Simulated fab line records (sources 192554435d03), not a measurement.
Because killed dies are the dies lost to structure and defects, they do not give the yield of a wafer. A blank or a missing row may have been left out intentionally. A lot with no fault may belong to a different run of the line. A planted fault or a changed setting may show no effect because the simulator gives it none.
fab line records | flow n5-finfet
record lots=4 | wafers=10 | last-day=15
route steps=1938 shown BEOL_M12@1627 BEOL_M13@1659 BEOL_M15@1830
lots that met no fault: taken from a fault-free run of the same line
start-h: start of the lot's first displayed wafer, in hours after the record's first day | wait-h: hours elapsed since this lot's preceding step | " same as the row above | L1.1+2: a row that stands for several wafers | - value missing, or start not given | * or withheld: withheld | < > ~ a bound
route shown NAME@n: NAME is a module with steps in the file, n the number in the route of the first one | usual: average and standard deviation across the fault-free wafers | same: alike in all rows | chamber/n: place in a boat | sites: each site's reading | _std_site: standard deviation across them | _edge_site: mean of outer sites minus mean of inner sites | radius-mm: how far each site lies from the wafer's centre | mask NAME#n: copy n | behind: tool/chamber where the wafer was last shaped | hold: why the lot was held/for how many hours/how that ended | device: whichever transistor did not switch (one of n, p or np) | end of line: the tests these same wafers got at the end of their route | step lacking rows: just its recipe | killed: not the wafer's yield, but the dies lost to structure and defects at the first sort | map: the dies of a wafer, with x for killed, . for not killed, _ for no die there
set.NAME: the setting that was run; set.NAME@STEP: the one run at that earlier step | model.NAME: the simulator's own value behind a step, which no gauge read
lots at some steps of the route; a table a step, a row a wafer
services: a tool's chamber out of use, with start hour (start-h, from the record's first day; less than 0 if before it), hours out, and reason
## steps
# step N5_BEOL_M12_SOFTBAKE_23
# recipe temp-c=130 | time-s=60
# step N5_BEOL_M12_EXPOSE_25
# recipe mask-id=M12 | na=0.93 | source-shape=conventional | sigma-outer=0.4 | polarization=unpolarized | dose-mj=21.8
# step N5_BEOL_M12_PEB_26
# recipe peb-temp-c=130 | peb-time-s=90
# step N5_BEOL_M12_DEVELOP_27
# recipe develop-time-s=45 | rinse-liquid=diw | dry=air-spin | dev-temp-c=21
# step N5_BEOL_M12_HARDBAKE_32
# recipe temp-c=130 | time-s=120
# step N5_BEOL_M12_DESCUM_33
# recipe chemistry=O2 | time-s=7.9 | source-power-w=50 | bias-power-w=20 | pressure-mtorr=20 | rf-frequency-hz=2.712e+07 | temp-c=40 | o2-flow-sccm=225
# step N5_BEOL_M12_ETCH_67
# recipe chemistry=CF4 | target=SiARC | target-depth-a=1430 | time-s=238.3 | ion-energy-ev=80 | pressure-mtorr=40 | source-w=545 | bias-w=36 | Ar_flow_sccm=100 | cf4-flow-sccm=100 | ends=cleared
# step N5_BEOL_M12_ETCH_68
# recipe chemistry=N2/H2 | target=SOC | mask-material=SiARC | source-w=3000 | bias-w=350 | temp-c=40 | time-s=285 | ion-energy-ev=200 | pressure-mtorr=30 | n2-flow-sccm=200 | h2-flow-sccm=200
# step N5_BEOL_M12_STRIP_69
# recipe chemistry=N2/H2 | temp-c=40 | n2-flow-sccm=200 | h2-flow-sccm=200 | rf-frequency-hz=6e+07
# step N5_BEOL_M12_TRENCH_ETCH_34
# recipe chemistry=C4F8/O2/Ar | target=SiOC | target-depth-a=3189.5 | mask-material=SOC | pressure-mtorr=30 | source-w=3000 | bias-w=700 | Ar_flow_sccm=400 | C4F8_flow_sccm=15 | O2_flow_sccm=8 | he-inner-torr=15 | he-outer-torr=30 | time-s=125.5 | ion-energy-ev=250
# usual drypump-motor-current-A=5.3/0.53 | oes-product-au=0.83/0.097 | rf-vpp-V=665/3.3 | showerhead-plenum-p-Torr=3.39/0.11 | throttle-valve-pct=24.1/0.32
lot.wafer | tool        | chamber | start-h | wait-h | drypump-motor-current-A | oes-product-au | rf-hours-counter-h | rf-vpp-V | showerhead-plenum-p-Torr | throttle-valve-pct | model.etch.depth-nm
L426.1    | rie-diel-04 | 3       | 244.00  | 0.0    | 4.9                     | 0.67           | 227                | 667      | 3.54                     | 24.6               | 307.2
L426.3    | "           | 2       | "       | "      | 5.3                     | 0.70           | 219                | 661      | 3.25                     | 23.9               | 324.5
L426.4    | "           | 1       | "       | "      | 5.3                     | 0.89           | 25                 | 670      | 3.58                     | 23.8               | 319.8
L430.2    | rie-diel-05 | 0       | 251.35  | 0.0    | 5.9                     | 0.88           | 36                 | 664      | 3.33                     | 23.7               | 319.9
L430.4    | "           | 2       | "       | "      | 5.2                     | 0.81           | 92                 | 666      | 3.46                     | 23.9               | 325.8
L430.6    | "           | 0       | "       | "      | 5.9                     | 0.88           | -                  | 663      | 3.33                     | 23.7               | 321.3
L439.1    | rie-diel-04 | 1       | 309.66  | 0.0    | 5.3                     | 0.85           | 52                 | 671      | 3.57                     | 23.9               | 316.3
L439.3    | "           | 2       | "       | "      | 5.3                     | 0.91           | 246                | 659      | 3.23                     | 24.0               | 492.6
L438.2    | rie-diel-04 | 0       | 319.25  | 0.0    | 5.5                     | 0.89           | 43                 | 662      | 3.34                     | 24.4               | 319.4
L438.5    | "           | 2       | "       | "      | 5.3                     | 0.90           | -                  | 660      | 3.23                     | 24.0               | 491.5
# step N5_BEOL_M12_STRIP_70
# recipe chemistry=C4F8/O2/Ar | resist=SiARC | rf-frequency-hz=6e+07
# step N5_BEOL_M12_OCD_MEAS_35
# usual trench-depth-nm=319/6.1
lot.wafer | tool   | chamber | start-h | wait-h | trench-depth-nm
L426.1    | ocd-02 | -       | 244.15  | 0.0    | 307
L426.3    | "      | -       | "       | "      | 325
L426.4    | "      | -       | "       | "      | 320
L430.2    | ocd-01 | -       | 251.50  | 0.0    | 320
L430.4    | "      | -       | "       | "      | 326
L430.6    | "      | -       | "       | "      | 322
L439.1    | ocd-01 | -       | 309.82  | 0.0    | 316
L439.3    | "      | -       | "       | "      | 493
L438.2    | ocd-01 | -       | 319.41  | 0.0    | 319
L438.5    | "      | -       | "       | "      | 491
# step N5_BEOL_M12_STRIP_37
# recipe chemistry=N2/H2 | power-w=1000 | temp-c=250 | h2-frac=0.65 | overash-fraction=0.3 | pressure-mtorr=withheld | n2-flow-sccm=1750 | h2-flow-sccm=3250
# step N5_BEOL_M12_ETCH_38
# recipe chemistry=CF4/N2 | target=SiCN | target-depth-a=687 | taper-deg=2 | time-s=73.4 | ion-energy-ev=150 | mask-material=SiO2 | pressure-mtorr=40 | source-w=430 | bias-w=70 | Ar_flow_sccm=100 | cf4-flow-sccm=60 | n2-flow-sccm=60
# step N5_BEOL_M12_PRECLEAN_39
# recipe chemistry=residue-remover | time-s=60 | temp-c=40
# step N5_BEOL_M12_SRD_40
# recipe time-s=30 | temp-c=23 | rinse-liquid=diw | dry=n2-spin | spin-rpm=1500 | dry-time-s=30
# step N5_BEOL_M12_DEGAS_41
# recipe ambient=vacuum | temp-c=250 | time-s=60
# step N5_BEOL_M12_PRE_CLEAN_42
# recipe gas=H2/He | time-s=30 | temp-c=250
# step N5_BEOL_M12_SPUTTER_43
# recipe material=TaN | target-thk-a=150 | temp-c=50 | bias-v=168.6 | power-w=15000 | chamber-pressure-pa=0.12 | time-s=24.19
# step N5_BEOL_M12_SPUTTER_44
# recipe material=Ta | target-thk-a=100 | temp-c=50 | bias-v=80 | power-w=15000 | chamber-pressure-pa=0.07 | time-s=16.13
# step N5_BEOL_M12_SPUTTER_45
# recipe material=Cu | target-thk-a=800 | temp-c=-20 | bias-v=60 | power-w=26000 | chamber-pressure-pa=0.13 | time-s=13.33
# step N5_BEOL_M12_ECD_47
# recipe material=Cu | target-thk-a=7200
# step N5_BEOL_M12_ANNEAL_48
# recipe temp-c=225 | time-s=90 | ambient=N2
# step N5_BEOL_M12_CMP_49
# recipe stop-on=SiOC | t-overpolish-s=20.6 | down-force-psi=1 | platen-rpm=50 | clearing-platen-down-force-psi=1.5 | clearing-platen-rpm=50 | post-cmp-clean=cu-alkaline | target-thk-nm=320 | clearing-platen-pad-velocity-m-s=0.99484 | pad-velocity-m-s=0.99484
# usual barrier-field-endpoint-s=30.7/1.1 | clearing-platen-rpm=50.000/0.025 | motor-current-A=6.2/0.42 | overpolish-run-s=20.600/0.0093 | slurry-flow-ml-min=149.9/0.52
lot.wafer | tool   | chamber | start-h | wait-h | barrier-field-endpoint-s | clearing-platen-rpm | motor-current-A | overpolish-run-s | slurry-flow-ml-min | model.Cu_of_BEOL_M12_ECD_47.thk-nm
L426.3    | cmp-04 | 2       | 248.61  | 0.2    | 28.9                     | 50.004              | 6.9             | 20.602           | 149.9              | 322.8
L426.4    | "      | 3       | "       | "      | 30.4                     | 50.015              | 5.5             | 20.620           | 150.0              | 321.2
L426.1    | "      | 0       | "       | "      | 31.1                     | 50.036              | 6.2             | 20.590           | 150.1              | 308
L430.4    | cmp-04 | 3       | 256.38  | 0.1    | 30.9                     | 50.017              | 5.9             | 20.600           | 149.6              | 327.6
L430.2    | "      | 1       | "       | "      | 32.4                     | 49.993              | 6.3             | 20.595           | 149.9              | 325.4
L430.6    | "      | 0       | "       | "      | 30.6                     | 50.025              | 6.0             | 20.596           | 149.8              | 323.4
L439.3    | cmp-01 | 1       | 312.32  | 0.3    | 31.6                     | 49.976              | 6.8             | 20.601           | 149.9              | 494.4
L439.1    | "      | 0       | "       | "      | 29.6                     | 49.990              | 6.3             | 20.614           | 149.9              | 316.6
L438.2    | cmp-04 | 1       | 323.69  | 0.3    | 32.1                     | 49.987              | 6.3             | 20.599           | 149.3              | 323.6
L438.5    | "      | 2       | "       | "      | 28.9                     | 50.011              | 6.5             | 20.583           | 149.4              | 490.6
# step N5_BEOL_M12_THK_MEAS_50
# recipe thk-meas-gauge=xrf | reads=Cu_of_BEOL_M12_ECD_47
# usual M12_THK=324/6.8
lot.wafer | tool          | chamber | start-h | wait-h | M12_THK[nm]
L426.1    | film-metro-01 | -       | 248.86  | -      | 310
L426.3    | "             | -       | "       | "      | 325
L426.4    | "             | -       | "       | "      | 324
L430.2    | film-metro-01 | -       | 256.68  | -      | 332
L430.4    | "             | -       | "       | "      | 334
L430.6    | "             | -       | "       | "      | 330
L439.1    | film-metro-01 | -       | 312.61  | -      | 316
L439.3    | "             | -       | "       | "      | 495
L438.2    | film-metro-01 | -       | 324.09  | -      | 327
L438.5    | "             | -       | "       | "      | 496
# step N5_BEOL_M12_PRE_CLEAN_52
# recipe gas=NH3 | time-s=15 | temp-c=withheld | rf-power-w=300
# step N5_BEOL_M12_DEP_53
# recipe material=SiCN | target-thk-a=300 | temp-c=withheld | precursor=3MS/NH3 | pressure-torr=3 | rf-w=675 | time-s=10.5
# step N5_BEOL_M12_RS_MEAS_54
# recipe thk-meas-gauge=four-point-probe | reads=Cu_of_BEOL_M12_ECD_47+Ta_of_BEOL_M12_SPUTTER_44+TaN_of_BEOL_M12_SPUTTER_43
# usual M12_RS=0.0599/0.0012
lot.wafer | tool          | chamber | start-h | wait-h | M12_RS[ohm/sq]
L426.1    | film-metro-01 | -       | 248.99  | 0.0    | 0.0624
L426.3    | "             | -       | "       | "      | 0.0594
L426.4    | "             | -       | "       | "      | 0.0597
L430.2    | film-metro-01 | -       | 256.80  | 0.0    | 0.0589
L430.4    | "             | -       | "       | "      | 0.0586
L430.6    | "             | -       | "       | "      | 0.0594
L439.1    | film-metro-01 | -       | 312.75  | 0.1    | 0.0605
L439.3    | "             | -       | "       | "      | 0.0382
L438.2    | film-metro-01 | -       | 324.21  | 0.0    | 0.0592
L438.5    | "             | -       | "       | "      | 0.0385
# step N5_BEOL_M13_ILD_DEP_00
# recipe material=SiOC | target-thk-a=8379.2 | temp-c=350 | precursor=DEMS/O2 | pressure-torr=5 | rf-w=500 | time-s=166.4
# step N5_BEOL_M13_COAT_58
# recipe resist=BARC | temp-c=205 | time-s=60 | spin-rpm=1500 | resist-thk-nm=89
# step N5_BEOL_M13_COAT_04
# recipe spin-rpm=1625 | resist-thk-nm=400
# step N5_BEOL_M13_EBR_06
# recipe solvent=PGMEA | ebr-width-mm=1.5
# step N5_BEOL_M13_SOFTBAKE_05
# recipe temp-c=130 | time-s=60
# step N5_BEOL_M13_EXPOSE_07
# recipe mask-id=V12 | na=0.93 | source-shape=conventional | sigma-outer=0.6 | polarization=unpolarized | attpsm-phase-deg=180 | dose-mj=24.8
# step N5_BEOL_M13_PEB_08
# recipe peb-temp-c=130 | peb-time-s=90
# step N5_BEOL_M13_DEVELOP_09
# recipe develop-time-s=45 | rinse-liquid=diw | dry=air-spin | dev-temp-c=21
# step N5_BEOL_M13_HARDBAKE_14
# recipe temp-c=130 | time-s=120
# step N5_BEOL_M15_RC_MEAS_101
# usual COMB_M10=1.5e-11/3.5e-12 | COMB_M11=1.4e-11/2.8e-12 | COMB_M13=4.9e-12/1.2e-12 | COMB_M13_max_site=7.1e-12/1.8e-12 | COMB_M14=3.8e-12/8.8e-13 | COMB_M15=2.6e-12/7.2e-13 | COMB_M5=3.7e-11/8e-12 | COMB_M6=2.6e-11/5.5e-12 | COMB_M7=2.5e-11/5.9e-12 | COMB_M8=2.6e-11/4.9e-12 | COMB_M9=1.5e-11/3.3e-12 | SERP_M10=3.07/0.11 | SERP_M11=3.08/0.092 | SERP_M11_max_site=3.17/0.11 | SERP_M12=0.632/0.019 | SERP_M12_max_site=0.646/0.02 | SERP_M13=0.307/0.0095 | SERP_M14=0.162/0.004 | SERP_M5=38.4/1.9 | SERP_M6=13.8/0.65 | SERP_M6_max_site=14.4/0.68 | SERP_M7=13.7/0.68 | SERP_M8=13.6/0.69 | SERP_M9=3.07/0.12
lot.wafer | tool      | chamber | start-h | wait-h | COMB_M10[S/m] | COMB_M11[S/m] | COMB_M13[S/m] | COMB_M13_max_site[S/m] | COMB_M14[S/m] | COMB_M15[S/m] | COMB_M5[S/m] | COMB_M6[S/m] | COMB_M7[S/m] | COMB_M8[S/m] | COMB_M9[S/m] | SERP_M10[ohm/um] | SERP_M11[ohm/um] | SERP_M11_max_site[ohm/um] | SERP_M12[ohm/um] | SERP_M12_max_site[ohm/um] | SERP_M13[ohm/um] | SERP_M14[ohm/um] | SERP_M5[ohm/um] | SERP_M6[ohm/um] | SERP_M6_max_site[ohm/um] | SERP_M7[ohm/um] | SERP_M8[ohm/um] | SERP_M9[ohm/um]
L426.1    | prober-02 | 0       | 270.66  | 0.0    | 2e-11         | 1.16e-11      | 6e-12         | 1.03e-11               | 6.6e-12       | 2.2e-12       | 4.3e-11      | 2.9e-11      | 2.6e-11      | 2e-11        | 1.2e-11      | 3.09             | 3.04             | 3.11                      | 0.670            | 0.681                     | 0.319            | 0.161            | 38.3            | 13.8            | 14.6                     | 13.5            | 14.7            | 3.15
L426.3    | "         | 0       | "       | "      | 1.4e-11       | 1.36e-11      | 6.3e-12       | 8.8e-12                | 5.7e-12       | 3.6e-12       | 5e-11        | 3.2e-11      | 2.6e-11      | 2.2e-11      | 1.6e-11      | 3.14             | 3.08             | 3.18                      | 0.609            | 0.621                     | 0.316            | 0.160            | 38.5            | 12.8            | 13.4                     | 14.6            | 12.9            | 3.04
L426.4    | "         | 0       | "       | "      | 1.8e-11       | 1.65e-11      | 4.1e-12       | 6.4e-12                | 4.2e-12       | 2.4e-12       | 4e-11        | 2.6e-11      | 2.1e-11      | 2.5e-11      | 1.9e-11      | 3.09             | 3.11             | 3.20                      | 0.646            | 0.658                     | 0.307            | 0.160            | 39.3            | 14.5            | 15.1                     | 13.5            | 13.4            | 3.10
L430.2    | prober-01 | 0       | 278.01  | 0.2    | 1.3e-11       | 1.64e-11      | 2.9e-12       | 3.7e-12                | 3.8e-12       | 2e-12         | 3e-11        | 2e-11        | 2.6e-11      | 2.6e-11      | 1.7e-11      | 3.30             | 3.03             | 3.09                      | 0.627            | 0.637                     | 0.303            | 0.158            | 36.5            | 12.9            | 14.6                     | 13.0            | 13.4            | 3.03
L430.4    | "         | 0       | "       | "      | 1e-11         | 1.19e-11      | 3.4e-12       | 5.2e-12                | 5e-12         | 1.5e-12       | 3.9e-11      | 2.4e-11      | 1.6e-11      | 3.1e-11      | 1.4e-11      | 2.96             | 3.13             | 3.41                      | 0.631            | 0.649                     | 0.313            | 0.160            | 38.8            | 13.9            | 14.6                     | 14.5            | 12.3            | 3.07
L430.6    | "         | 0       | "       | "      | 1e-11         | 1.37e-11      | 2.4e-12       | 3.4e-12                | 4.8e-12       | 1.5e-12       | 3e-11        | 2.3e-11      | 2.3e-11      | 3.2e-11      | 1.4e-11      | 3.22             | 2.89             | 2.95                      | 0.613            | 0.618                     | 0.318            | 0.162            | 41.2            | 13.2            | 15.4                     | 14.5            | 12.6            | 3.02
L439.1    | prober-02 | 0       | 327.97  | 0.0    | 1.4e-11       | 1.5e-11       | 4.8e-12       | 6.9e-12                | 5.3e-12       | 2.9e-12       | 4.7e-11      | 2.6e-11      | 2.9e-11      | 2.8e-11      | 1.5e-11      | 3.15             | 3.10             | 3.23                      | 0.647            | 0.659                     | 0.294            | 0.165            | 35.0            | 13.4            | 13.8                     | 13.4            | 13.9            | 3.03
L439.3    | "         | 0       | "       | "      | 1.3e-11       | 1.16e-11      | 6.4e-12       | 8.2e-12                | 3.4e-12       | 3.3e-12       | 3.6e-11      | 2.2e-11      | 3.9e-11      | 2.5e-11      | 1.6e-11      | 3.06             | 3.17             | 3.22                      | 0.391            | 0.405                     | 0.304            | 0.155            | 36.6            | 12.8            | 13.5                     | 13.7            | 12.9            | 3.12
L438.2    | prober-01 | 0       | 340.71  | 0.2    | 1.8e-11       | 1.59e-11      | 3.8e-12       | 5.7e-12                | 3.2e-12       | 2.4e-12       | 4e-11        | 2.2e-11      | 2.3e-11      | 3.2e-11      | 1.8e-11      | 3.20             | 2.99             | 3.09                      | 0.623            | 0.639                     | 0.305            | 0.161            | 34.2            | 13.2            | 13.6                     | 15.3            | 13.2            | 2.98
L438.5    | "         | 0       | "       | "      | 1.2e-11       | 1.3e-11       | 4.4e-12       | 6e-12                  | 2.3e-12       | 1.3e-12       | 2.7e-11      | 2.6e-11      | 2.4e-11      | 3.4e-11      | 1.7e-11      | 3.10             | 2.95             | 2.99                      | 0.410            | 0.419                     | 0.313            | 0.163            | 38.9            | 15.3            | 16.4                     | 14.6            | 13.8            | 3.17
# sites SERP_M12 radius-mm=0,75,75,75,75,140,140,140,140
L426.1 0.672 0.666 0.681 0.663 0.677 0.670 0.679 0.667 0.660
L430.2 0.618 0.631 0.625 0.627 0.632 0.617 0.637 0.622 0.632
L439.1 0.638 0.639 0.650 0.631 0.659 0.647 0.654 0.637 0.656
L438.2 0.618 0.633 0.639 0.623 0.626 0.626 0.621 0.610 0.609
## services
tool        | chamber | start-h | hours | kind
cmp-01      | -       | 229.82  | 3.5   | repair
cmp-04      | -       | 231.46  | 1.4   | repair
rie-diel-04 | -       | 240.99  | 2.6   | repair
rie-diel-05 | 1       | 254.24  | 8.0   | repair
cmp-01      | -       | 255.89  | 0.7   | repair
rie-diel-05 | -       | 282.41  | 10.9  | repair
cmp-04      | -       | 293.85  | 7.3   | pm
rie-diel-04 | 3       | 299.41  | -     | clean
rie-diel-04 | 3       | 299.41  | -     | consumable-replace:focus-ring
rie-diel-04 | 3       | 299.41  | 19.9  | scheduled-down
rie-diel-04 | 3       | 299.41  | 19.9  | vent-cycle
rie-diel-05 | 2       | 299.44  | 23.6  | repair
cmp-01      | -       | 300.42  | 4.0   | pm
cmp-01      | -       | 304.42  | -     | consumable-replace:conditioner
cmp-01      | -       | 304.42  | -     | consumable-replace:pad
cmp-04      | -       | 306.09  | 0.8   | repair
cmp-04      | -       | 307.92  | 2.7   | repair
cmp-01      | -       | 316.25  | 4.7   | pm
rie-diel-05 | 1       | 319.97  | 6.9   | repair
rie-diel-04 | 2       | 320.59  | 4.6   | repair
## key
first-sign step=N5_BEOL_M12_OCD_MEAS_35 | reading=trench-depth-nm | direction=up | sigmas=28 | usual=319 | struck=492
effect step=N5_BEOL_M12_THK_MEAS_50 | reading=M12_THK | direction=up | sigmas=25 | usual=324 | struck=495
effect step=N5_BEOL_M12_RS_MEAS_54 | reading=M12_RS | direction=down | sigmas=17 | usual=0.0599 | struck=0.0383
effect step=N5_BEOL_M15_RC_MEAS_101 | reading=SERP_M12 | direction=down | sigmas=12 | usual=0.632 | struck=0.401
model-effect step=N5_BEOL_M12_TRENCH_ETCH_34 | value=etch.depth-nm | without=319 | struck=492
model-effect step=N5_BEOL_M12_CMP_49 | value=Cu_of_BEOL_M12_ECD_47.thk-nm | without=319.4 | struck=492.5
met-at N5_BEOL_M12_TRENCH_ETCH_34
struck-wafers L438.5,L439.3
onset-between 244.00 309.66
fault kind=process-parameter-drift | tool=rie-diel-04 | chamber=- | onset-h=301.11 | steps=N5_BEOL_M12_TRENCH_ETCH_34 | channel=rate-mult | offset=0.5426 | shape=step | end-h=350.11 | scope=struck-wafers-only
